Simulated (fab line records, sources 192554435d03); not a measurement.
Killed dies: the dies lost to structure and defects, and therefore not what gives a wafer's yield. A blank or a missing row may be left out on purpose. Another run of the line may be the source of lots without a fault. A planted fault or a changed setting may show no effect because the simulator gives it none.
fab line records | flow n5Finfet
record: lots: 4 | wafers: 12 | lastDay: 18
route steps=1938 shown BEOL_M4@1099 BEOL_M5@1112 BEOL_M7@1323 PASSIVATION@1936
lots with no fault: from the same line, run without faults
startH: the number of hours between the record's first day and the start of the first shown wafer of the lot | waitH: hours elapsed since this lot's preceding step | " the same as in the row above | L1.1+2: one row covering several wafers at once | - no value, or no start given | * or withheld: withheld | < > ~ a bound
route shown NAME@n: NAME is a module with steps in the file, n the number in the route of the first one | usual: mean/standard deviation of fault-free wafers | same: alike in all rows | chamber/n: place in a boat | sites: per-site readings | _std_site: the standard deviation of these | _edge_site: outer sites' mean less inner sites' | radiusMm: for every site, how far away it sits from the centre of the wafer | mask NAME#n: copy n | behind: the last tool/chamber to shape the wafer | hold: what put the lot on hold/how long, in hours/how the hold closed | device: the n, p or np transistor that did not switch | end of line: tests run on the same wafers once the route is complete | a step given without rows: its recipe and nothing more | killed: dies that structure and defects cost at the first sort, which is not the same as the wafer's yield | map: shows each die of a wafer: x if killed, . if not, _ if none is there
set.NAME: setting as actually run; set.NAME@STEP: the setting as run at that earlier step | model.NAME: the simulator's own value behind a step, which no gauge read
lots at selected steps of the route; one table per step, one row per wafer
services: from which hour (startH, from the record's first day; less than 0 if before it) a tool's chamber was out of use, for how many hours, and why
== steps ==
step: N5_BEOL_M4_ANNEAL_95
recipe: tempC: 400 | timeS: 240 | ambient: vacuum
step: N5_BEOL_M4_SPUTTER_96
recipe: material: Cu | targetThkA: 45 | tempC: -20 | chamberPressurePa: 0.07 | powerW: withheld | timeS: 8.29
step: N5_BEOL_M4_ECD_50
recipe: material: Cu | targetThkA: 3000
step: N5_BEOL_M4_ANNEAL_51
recipe: tempC: 225 | timeS: 90 | ambient: N2
step: N5_BEOL_M4_CMP_52
recipe: stopOn: SiOC | tOverpolishS: 6.8 | downForcePsi: 1 | platenRpm: 50 | clearingPlatenDownForcePsi: 1.5 | clearingPlatenRpm: 50 | postCmpClean: cuAlkaline | targetThkNm: 40 | clearingPlatenPadVelocityMS: 0.99484 | padVelocityMS: 0.99484
step: N5_BEOL_M4_PRE_CLEAN_60
recipe: gas: NH3/H2 | timeS: 15 | tempC: * | rfPowerW: 300
step: N5_BEOL_M4_CO_CAP_55
recipe: material: Co | targetThkA: 20 | tempC: 200 | precursor: CCTBA/H2 | pressureTorr: 30 | timeS: 102.1
step: N5_BEOL_M4_PRE_CLEAN_56
recipe: gas: NH3 | timeS: 15 | tempC: withheld | rfPowerW: 300
step: N5_BEOL_M4_DEP_57
recipe: material: SiCN | targetThkA: 80 | tempC: withheld | precursor: 3MS/NH3 | pressureTorr: 3 | rfW: 202 | timeS: 14
step: N5_BEOL_M4_RC_MEAS_101
usual: DIBL_N: 36.5/1.9 | DIBL_P: 36.4/2.2 | IOFF_N: 0.17/0.034 | IOFF_P: 0.21/0.036 | ION_N: 678/12 | ION_P: 462/7.1 | SS_N: 71.7/0.61 | SS_P: 73.4/0.71 | VT_N: 249/3.5 | VT_P: -251/3
lot.wafer | tool      | chamber | startH | waitH | DIBL_N[mV/V] | DIBL_P[mV/V] | IOFF_N[nA/um] | IOFF_P[nA/um] | ION_N[uA/um] | ION_P[uA/um] | SS_N[mV/dec] | SS_P[mV/dec] | VT_N[mV] | VT_P[mV]
L952.1    | prober-02 | 0       | 298.30 | 0.0   | 38.4         | 37.8         | 0.19          | 0.24          | 687          | 474          | 71.7         | 73.8         | 247      | -249
L952.2    | "         | 0       | "      | "     | 35.8         | 34.0         | 0.13          | 0.17          | 664          | 450          | 72.1         | 72.6         | 253      | -253
L952.3    | "         | 0       | "      | "     | 36.9         | 36.0         | 0.17          | 0.21          | 697          | 469          | 71.6         | 73.1         | 244      | -248
L953.3    | prober-01 | 0       | 300.15 | 0.3   | 37.2         | 38.2         | 0.18          | 0.23          | 694          | 471          | 71.7         | 73.5         | 244      | -248
L953.5    | "         | 0       | "      | "     | 36.3         | 37.2         | 0.17          | 0.21          | 699          | 473          | 71.5         | 72.8         | 248      | -250
L953.6    | "         | 0       | "      | "     | 36.2         | 36.8         | 0.16          | 0.20          | 684          | 464          | 71.4         | 73.7         | 251      | -250
L957.2    | prober-01 | 0       | 308.18 | 0.3   | 35.7         | 37.7         | 0.17          | 0.20          | 696          | 474          | 71.8         | 73.0         | 247      | -252
L957.4    | "         | 0       | "      | "     | 36.2         | 37.8         | 0.18          | 0.19          | 694          | 459          | 72.1         | 73.6         | 249      | -253
L957.6    | "         | 0       | "      | "     | 36.0         | 37.4         | 0.17          | 0.19          | 691          | 455          | 72.1         | 73.1         | 249      | -253
L956.4    | prober-01 | 0       | 319.05 | 0.5   | 39.7         | 40.1         | 0.23          | 0.30          | 694          | 468          | 72.2         | 74.4         | 246      | -245
L956.5    | "         | 0       | "      | "     | 36.0         | 35.4         | 0.16          | 0.21          | 690          | 459          | 71.7         | 73.3         | 250      | -249
L956.6    | "         | 0       | "      | "     | 39.2         | 39.5         | 0.22          | 0.29          | 694          | 471          | 73.3         | 74.6         | 245      | -248
step: N5_BEOL_M5_ILD_DEP_00
recipe: material: SiCOH_lowk | targetThkA: 1406.4 | tempC: 300 | precursor: DEMS/porogen | pressureTorr: 5 | rfW: 500 | timeS: 25.9
step: N5_BEOL_M5_CURE_79
recipe: tempC: 385 | timeS: 240 | ambient: He/Ar | material: SiCOH_lowk
step: N5_BEOL_M5_PECVD_70
recipe: material: SiO2 | targetThkA: 160 | tempC: 400 | precursor: TEOS/O2 | pressureTorr: 5.5 | rfW: 450 | teosFlowSccm: 53.8 | gas: O2 | flowSccm: 3000 | timeS: 18
step: N5_BEOL_M5_HM_DEP_02
recipe: material: TiN | targetThkA: 200 | tempC: 25 | chamberPressurePa: 0.49996
step: N5_BEOL_M5_COAT_59
recipe: resist: SOC | tempC: 250 | timeS: 60 | spinRpm: 1500 | resistThkNm: 60
step: N5_BEOL_M5_COAT_60
recipe: resist: SiARC | tempC: 220 | timeS: 60 | spinRpm: 1500 | resistThkNm: 12
step: N5_BEOL_M5_COAT_71
recipe: resist: underlayer | tempC: 205 | timeS: 60 | spinRpm: 1500 | resistThkNm: 5
step: N5_BEOL_M5_COAT_05
recipe: resist: CAR-EUV | spinRpm: 1500 | resistThkNm: 30
step: N5_BEOL_M5_EBR_07
recipe: solvent: PGMEA | ebrWidthMm: 1.5
step: N5_BEOL_M5_SOFTBAKE_06
recipe: tempC: 110 | timeS: 60 | resist: CAR-EUV
step: N5_BEOL_M5_EXPOSE_08
recipe: maskId: M5 | na: 0.33 | sourceShape: annular | sigmaInner: 0.4 | sigmaOuter: 0.8 | polarization: unpolarized | targetCdNm: 28 | doseMj: 35.75
step: N5_BEOL_M5_PEB_09
recipe: pebTempC: 100 | pebTimeS: 60 | resist: CAR-EUV
step: N5_BEOL_M5_DEVELOP_10
recipe: developTimeS: 30 | developer: TMAH | resist: CAR-EUV | rinseLiquid: surfactantRinse | dry: airSpin | devTempC: 23
step: N5_BEOL_M5_DESCUM_16
recipe: chemistry: O2 | timeS: 7 | sourcePowerW: 50 | biasPowerW: 20 | pressureMtorr: 20 | rfFrequencyHz: 2.712e+07 | tempC: 40 | resist: CAR-EUV | o2FlowSccm: 225
step: N5_BEOL_M5_ETCH_72
recipe: chemistry: N2/H2 | target: underlayer | targetDepthA: 65 | maskMaterial: CAR-EUV | timeS: 5.2 | ionEnergyEv: 200 | pressureMtorr: 30 | sourceW: 840 | biasW: 150 | n2FlowSccm: 200 | h2FlowSccm: 200 | ends: cleared
step: N5_BEOL_M5_ETCH_61
recipe: chemistry: CF4 | target: SiARC | targetDepthA: 156 | maskMaterial: CAR-EUV | timeS: 26 | ionEnergyEv: 80 | pressureMtorr: 40 | sourceW: 545 | biasW: 36 | Ar_flow_sccm: 100 | cf4FlowSccm: 100 | ends: cleared
step: N5_BEOL_M5_ETCH_62
recipe: chemistry: N2/H2 | target: SOC | targetDepthA: 750 | overetchA: 150 | maskMaterial: SiARC | tempC: 40 | timeS: 112.5 | ionEnergyEv: 200 | pressureMtorr: 30 | sourceW: 840 | biasW: 150 | n2FlowSccm: 200 | h2FlowSccm: 200
step: N5_BEOL_M5_STRIP_63
recipe: chemistry: N2/H2 | tempC: 40 | n2FlowSccm: 200 | h2FlowSccm: 200 | rfFrequencyHz: 6e+07
step: N5_BEOL_M5_STRIP_73
recipe: chemistry: N2/H2 | tempC: 40 | n2FlowSccm: 200 | h2FlowSccm: 200 | rfFrequencyHz: 6e+07
step: N5_BEOL_M5_STRIP_64
recipe: chemistry: CF4 | resist: SiARC | powerW: 300 | biasPowerW: 75 | pressureMtorr: 50 | cf4FlowSccm: 150 | rfFrequencyHz: 6e+07
step: N5_BEOL_M5_HM_OPEN_17
recipe: chemistry: Cl2/BCl3 | targetDepthA: 200 | overetchA: 60 | target: TiN | maskMaterial: SOC | ionEnergyEv: 150 | pressureMtorr: 10 | icpW: 1000 | biasW: 126 | Cl2_flow_sccm: 53.25 | bcl3FlowSccm: 21.75 | Ar_flow_sccm: 25
step: N5_BEOL_M5_STRIP_19
recipe: chemistry: O2 | powerW: 400 | tempC: 40 | pressureMtorr: 30 | rfFrequencyHz: 6e+07 | biasPowerW: 0 | overashFraction: 0.2 | o2FlowSccm: 225
step: N5_BEOL_M5_COAT_65
recipe: resist: SOC | tempC: 250 | timeS: 60 | spinRpm: 1500 | resistThkNm: 60
step: N5_BEOL_M5_COAT_66
recipe: resist: SiARC | tempC: 220 | timeS: 60 | spinRpm: 1500 | resistThkNm: 12
step: N5_BEOL_M7_SPUTTER_48
recipe: material: Cu | targetThkA: 100 | tempC: -20 | biasV: 60 | powerW: 26000 | chamberPressurePa: 0.13 | timeS: 1.667
usual: biasV: 60.0/0.59 | cathodeDcPowerW: 26000/4.9 | chuckSensorTempC: -16.0/0.61 | throttleValvePct: 30.3/1.3
lot.wafer | tool          | chamber | startH | waitH | biasV | cathodeDcPowerW | chuckSensorTempC | throttleValvePct
L953.3    | pvdSputter-01 | -       | 332.90 | 0.1   | -     | -               | -                | -
L953.5    | "             | -       | "      | "     | -     | -               | -                | -
L953.6    | "             | -       | "      | "     | -     | -               | -                | -
L952.1    | pvdSputter-02 | -       | 333.19 | 0.1   | -     | -               | -                | -
L952.2    | "             | -       | "      | "     | -     | -               | -                | -
L952.3    | "             | -       | "      | "     | -     | -               | -                | -
L957.2    | pvdSputter-03 | -       | 342.50 | 0.1   | 59.8  | 26008           | -14.3            | 30.2
L957.4    | "             | -       | "      | "     | 59.8  | 26000           | -15.6            | 29.1
L957.6    | "             | -       | "      | "     | 59.8  | 26005           | -16.6            | 30.9
L956.4    | pvdSputter-01 | -       | 343.03 | 0.0   | 59.9  | 25996           | -16.2            | 30.7
L956.5    | "             | -       | "      | "     | 60.4  | 25999           | -16.4            | 31.0
L956.6    | "             | -       | "      | "     | 59.4  | 25995           | -16.5            | 31.7
step: N5_BEOL_M7_CMP_52
recipe: stopOn: SiCOH_lowk | tOverpolishS: 6.9 | downForcePsi: 1 | platenRpm: 50 | clearingPlatenDownForcePsi: 1.5 | clearingPlatenRpm: 50 | postCmpClean: cuAlkaline | targetThkNm: 80 | clearingPlatenPadVelocityMS: 0.99484 | padVelocityMS: 0.99484
usual: motorCurrentA: 5.8/0.42 | padLifeWafers: 975/640 | timeToEndpointS: 63.0/2.7
lot.wafer | tool   | chamber | startH | waitH | motorCurrentA | padLifeWafers | timeToEndpointS
L953.3    | cmp-02 | 1       | 333.63 | 0.2   | 5.8           | 943           | 1.2
L953.5    | "      | 0       | "      | "     | 5.8           | -             | 5.2
L953.6    | "      | 1       | "      | "     | 5.4           | -             | 1.0
L952.1    | cmp-04 | 2       | 334.01 | 0.3   | 5.1           | 684           | 3.1
L952.2    | "      | 3       | "      | "     | 6.1           | 685           | 0.9
L952.3    | "      | 1       | "      | "     | 5.5           | 687           | 2.1
L957.4    | cmp-01 | 3       | 343.99 | 0.3   | 5.7           | 49            | 61.0
L957.2    | "      | 1       | "      | "     | 6.3           | 51            | 60.0
L957.6    | "      | 2       | "      | "     | 6.6           | -             | 62.2
L956.4    | cmp-04 | 2       | 345.13 | 0.3   | 5.2           | 789           | 63.6
L956.6    | "      | 3       | "      | "     | 5.9           | -             | 60.3
L956.5    | "      | 0       | "      | "     | 5.8           | -             | 64.9
step: N5_PASSIVATION_PROBE_49
usual: defectLimitedYield: 91.0/1.5 | killed_at_M0_to_M3: 35/11 | killed_at_M4_up: 13/5 | killedAtContacts: 12/5.9 | killedAtFrontEnd: 42/13 | killedAtOther: 3/3.2 | killedDies: 106/18 | killedOnRim: 14/4.2 | killedOpen: 69/13 | killedShort: 35/8.9 | sort_bin_5_function: 5.2/0.95 | sort_bin_6_memory: 3.3/0.71 | sortNPass: 1074/18 | sortYieldPct: 91.0/1.5
same: grossDies: 1180 | killedAtBackSide: 0 | sort_bin_4_leakage[%]: 0 | sort_bin_8_speed[%]: 0
lot.wafer | tool      | chamber | startH | waitH | defectLimitedYield[%] | killed_at_M0_to_M3 | killed_at_M4_up | killedAtContacts | killedAtFrontEnd | killedAtOther | killedDies | killedOnRim | killedOpen | killedShort | sort_bin_5_function[%] | sort_bin_6_memory[%] | sortNPass | sortYieldPct[%]
L953.3    | prober-02 | -       | 414.19 | 0.1   | 0                     | 40                 | 1091            | 6                | 40               | 3             | 1180       | 152         | 76         | 31          | 96.8                   | 2.8                  | 0         | 0
L953.5    | prober-02 | -       | 414.29 | 0.2   | 0                     | 27                 | 1096            | 8                | 46               | 3             | 1180       | 152         | 67         | 30          | 96.5                   | 3.1                  | 0         | 0
L953.6    | prober-02 | -       | 414.34 | 0.3   | 0                     | 31                 | 1090            | 10               | 46               | 3             | 1180       | 152         | 68         | 28          | 96.2                   | 3.6                  | 0         | 0
L952.1    | prober-02 | -       | 420.42 | 0.0   | 0                     | 37                 | 1088            | 10               | 42               | 3             | 1180       | 152         | 66         | 31          | 96.4                   | 3.6                  | 0         | 0
L952.2    | prober-02 | -       | 420.47 | 0.1   | 0                     | 54                 | 1093            | 1                | 30               | 2             | 1180       | 152         | 54         | 37          | 96.9                   | 2.6                  | 0         | 0
L952.3    | prober-02 | -       | 420.52 | 0.1   | 0                     | 40                 | 1092            | 14               | 33               | 1             | 1180       | 152         | 69         | 35          | 96.2                   | 3.4                  | 0         | 0
killed by level:class
L953.3 BEOL_M7:areaSputter=557 BEOL_M7:areaEcd=516 BEOL_M0_SAQP:geometricParticle:short=10 STI_FIN_REVEAL:geometricParticle:open=9 BEOL_M3:geometricParticle:open=9 BEOL_M0_SAQP:geometricParticle:open=9 BEOL_M4:geometricParticle:open=9 FIN_SAQP:geometricParticle:open=8
L953.5 BEOL_M7:areaSputter=548 BEOL_M7:areaEcd=532 DUMMY_GATE:geometricParticle:open=11 FIN_SAQP:geometricParticle:open=10 FIN_SAQP:geometricParticle:short=8 MOL_CONTACT_COAG:geometricParticle:open=7 BEOL_M4:geometricParticle:open=7 BEOL_M0_SAQP:geometricParticle:open=6
L953.6 BEOL_M7:areaEcd=562 BEOL_M7:areaSputter=518 FIN_SAQP:geometricParticle:open=12 BEOL_M3:geometricParticle:open=10 STI_FIN_REVEAL:geometricParticle:open=8 MOL_CONTACT_COAG:geometricParticle:open=8 BEOL_M0_SAQP:geometricParticle:open=6 BEOL_M2:geometricParticle:open=6
L952.1 BEOL_M7:areaSputter=555 BEOL_M7:areaEcd=528 FIN_SAQP:geometricParticle:open=12 BEOL_M0_SAQP:geometricParticle:open=9 BEOL_M3:geometricParticle:open=9 MOL_CONTACT_COAG:geometricParticle:open=8 BEOL_M1:geometricParticle:open=8 FIN_SAQP:geometricParticle:short=6
L952.2 BEOL_M7:areaSputter=549 BEOL_M7:areaEcd=539 BEOL_M0_SAQP:geometricParticle:short=19 BEOL_M3:geometricParticle:open=13 BEOL_M0_SAQP:geometricParticle:open=11 FIN_SAQP:geometricParticle:open=7 FIN_SAQP:geometricParticle:short=6 STI_FIN_REVEAL:geometricParticle:open=5
L952.3 BEOL_M7:areaEcd=567 BEOL_M7:areaSputter=509 BEOL_M0_SAQP:geometricParticle:short=11 MOL_CONTACT_COAG:geometricParticle:open=9 FIN_SAQP:geometricParticle:open=8 BEOL_M0_SAQP:geometricParticle:open=8 BEOL_M3:geometricParticle:open=7 GATE_CUT:geometricParticle:open=6
map L952.1 (x killed, . not)
_________________xxxxxxxxxxxx________________
______________xxxxxxxxxxxxxxxxxx_____________
___________xxxxxxxxxxxxxxxxxxxxxxxx__________
__________xxxxxxxxxxxxxxxxxxxxxxxxxx_________
________xxxxxxxxxxxxxxxxxxxxxxxxxxxxxx_______
_______xxxxxxxxxxxxxxxxxxxxxxxxxxxxxxxx______
______xxxxxxxxxxxxxxxxxxxxxxxxxxxxxxxxxx_____
_____xxxxxxxxxxxxxxxxxxxxxxxxxxxxxxxxxxxx____
____xxxxxxxxxxxxxxxxxxxxxxxxxxxxxxxxxxxxxx___
___xxxxxxxxxxxxxxxxxxxxxxxxxxxxxxxxxxxxxxxx__
___xxxxxxxxxxxxxxxxxxxxxxxxxxxxxxxxxxxxxxxx__
__xxxxxxxxxxxxxxxxxxxxxxxxxxxxxxxxxxxxxxxxxx_
__xxxxxxxxxxxxxxxxxxxxxxxxxxxxxxxxxxxxxxxxxx_
_xxxxxxxxxxxxxxxxxxxxxxxxxxxxxxxxxxxxxxxxxxxx
_xxxxxxxxxxxxxxxxxxxxxxxxxxxxxxxxxxxxxxxxxxxx
_xxxxxxxxxxxxxxxxxxxxxxxxxxxxxxxxxxxxxxxxxxxx
_xxxxxxxxxxxxxxxxxxxxxxxxxxxxxxxxxxxxxxxxxxxx
_xxxxxxxxxxxxxxxxxxxxxxxxxxxxxxxxxxxxxxxxxxxx
_xxxxxxxxxxxxxxxxxxxxxxxxxxxxxxxxxxxxxxxxxxxx
_xxxxxxxxxxxxxxxxxxxxxxxxxxxxxxxxxxxxxxxxxxxx
_xxxxxxxxxxxxxxxxxxxxxxxxxxxxxxxxxxxxxxxxxxxx
__xxxxxxxxxxxxxxxxxxxxxxxxxxxxxxxxxxxxxxxxxx_
__xxxxxxxxxxxxxxxxxxxxxxxxxxxxxxxxxxxxxxxxxx_
___xxxxxxxxxxxxxxxxxxxxxxxxxxxxxxxxxxxxxxxx__
___xxxxxxxxxxxxxxxxxxxxxxxxxxxxxxxxxxxxxxxx__
____xxxxxxxxxxxxxxxxxxxxxxxxxxxxxxxxxxxxxx___
_____xxxxxxxxxxxxxxxxxxxxxxxxxxxxxxxxxxxx____
______xxxxxxxxxxxxxxxxxxxxxxxxxxxxxxxxxx_____
_______xxxxxxxxxxxxxxxxxxxxxxxxxxxxxxxx______
________xxxxxxxxxxxxxxxxxxxxxxxxxxxxxx_______
__________xxxxxxxxxxxxxxxxxxxxxxxxxx_________
___________xxxxxxxxxxxxxxxxxxxxxxxx__________
______________xxxxxxxxxxxxxxxxxx_____________
_________________xxxxxxxxxxxx________________
map L953.3 (x killed, . not)
_________________xxxxxxxxxxxx________________
______________xxxxxxxxxxxxxxxxxx_____________
___________xxxxxxxxxxxxxxxxxxxxxxxx__________
__________xxxxxxxxxxxxxxxxxxxxxxxxxx_________
________xxxxxxxxxxxxxxxxxxxxxxxxxxxxxx_______
_______xxxxxxxxxxxxxxxxxxxxxxxxxxxxxxxx______
______xxxxxxxxxxxxxxxxxxxxxxxxxxxxxxxxxx_____
_____xxxxxxxxxxxxxxxxxxxxxxxxxxxxxxxxxxxx____
____xxxxxxxxxxxxxxxxxxxxxxxxxxxxxxxxxxxxxx___
___xxxxxxxxxxxxxxxxxxxxxxxxxxxxxxxxxxxxxxxx__
___xxxxxxxxxxxxxxxxxxxxxxxxxxxxxxxxxxxxxxxx__
__xxxxxxxxxxxxxxxxxxxxxxxxxxxxxxxxxxxxxxxxxx_
__xxxxxxxxxxxxxxxxxxxxxxxxxxxxxxxxxxxxxxxxxx_
_xxxxxxxxxxxxxxxxxxxxxxxxxxxxxxxxxxxxxxxxxxxx
_xxxxxxxxxxxxxxxxxxxxxxxxxxxxxxxxxxxxxxxxxxxx
_xxxxxxxxxxxxxxxxxxxxxxxxxxxxxxxxxxxxxxxxxxxx
_xxxxxxxxxxxxxxxxxxxxxxxxxxxxxxxxxxxxxxxxxxxx
_xxxxxxxxxxxxxxxxxxxxxxxxxxxxxxxxxxxxxxxxxxxx
_xxxxxxxxxxxxxxxxxxxxxxxxxxxxxxxxxxxxxxxxxxxx
_xxxxxxxxxxxxxxxxxxxxxxxxxxxxxxxxxxxxxxxxxxxx
_xxxxxxxxxxxxxxxxxxxxxxxxxxxxxxxxxxxxxxxxxxxx
__xxxxxxxxxxxxxxxxxxxxxxxxxxxxxxxxxxxxxxxxxx_
__xxxxxxxxxxxxxxxxxxxxxxxxxxxxxxxxxxxxxxxxxx_
___xxxxxxxxxxxxxxxxxxxxxxxxxxxxxxxxxxxxxxxx__
___xxxxxxxxxxxxxxxxxxxxxxxxxxxxxxxxxxxxxxxx__
____xxxxxxxxxxxxxxxxxxxxxxxxxxxxxxxxxxxxxx___
_____xxxxxxxxxxxxxxxxxxxxxxxxxxxxxxxxxxxx____
______xxxxxxxxxxxxxxxxxxxxxxxxxxxxxxxxxx_____
_______xxxxxxxxxxxxxxxxxxxxxxxxxxxxxxxx______
________xxxxxxxxxxxxxxxxxxxxxxxxxxxxxx_______
__________xxxxxxxxxxxxxxxxxxxxxxxxxx_________
___________xxxxxxxxxxxxxxxxxxxxxxxx__________
______________xxxxxxxxxxxxxxxxxx_____________
_________________xxxxxxxxxxxx________________
== services ==
tool   | chamber | startH | hours | kind
cmp-04 | -       | 330.66 | 0.8   | repair
cmp-01 | -       | 334.09 | 4.0   | pm
cmp-01 | -       | 338.09 | -     | consumableReplace:conditioner
cmp-01 | -       | 338.09 | -     | consumableReplace:pad
== key ==
firstSign: step: N5_BEOL_M7_SPUTTER_48 | reading: toolRecord | direction: missing
effect: step: N5_BEOL_M7_CMP_52 | reading: timeToEndpointS | direction: down | sigmas: 22 | usual: * | struck: *
effect: step: N5_PASSIVATION_PROBE_49 | reading: killed_at_M4_up | direction: up | sigmas: 99+ | usual: 13 | struck: 1092
moreKillsBornAt: N5_BEOL_M7_ECD_50@ecdCu-02: 1634 | N5_BEOL_M7_SPUTTER_48@pvdSputter-01: 1623 | N5_BEOL_M7_SPUTTER_48@pvdSputter-02: 1613
metAt N5_BEOL_M7_SPUTTER_48
struckWafers L952.1,L952.2,L952.3,L953.3,L953.5,L953.6
laterRowsLeftOut L952.1,L952.2,L952.3,L953.3,L953.5,L953.6
fault: kind: skippedStepWhole | tool: pvdSputter-01,pvdSputter-02 | chamber: - | onsetH: 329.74 | steps: N5_BEOL_M7_SPUTTER_48 | scope: struckLotsOnly
laterRowsLeftOut: the simulator's readings of these wafers behind a module that went badly wrong aren't trusted and aren't shown, but for the sort
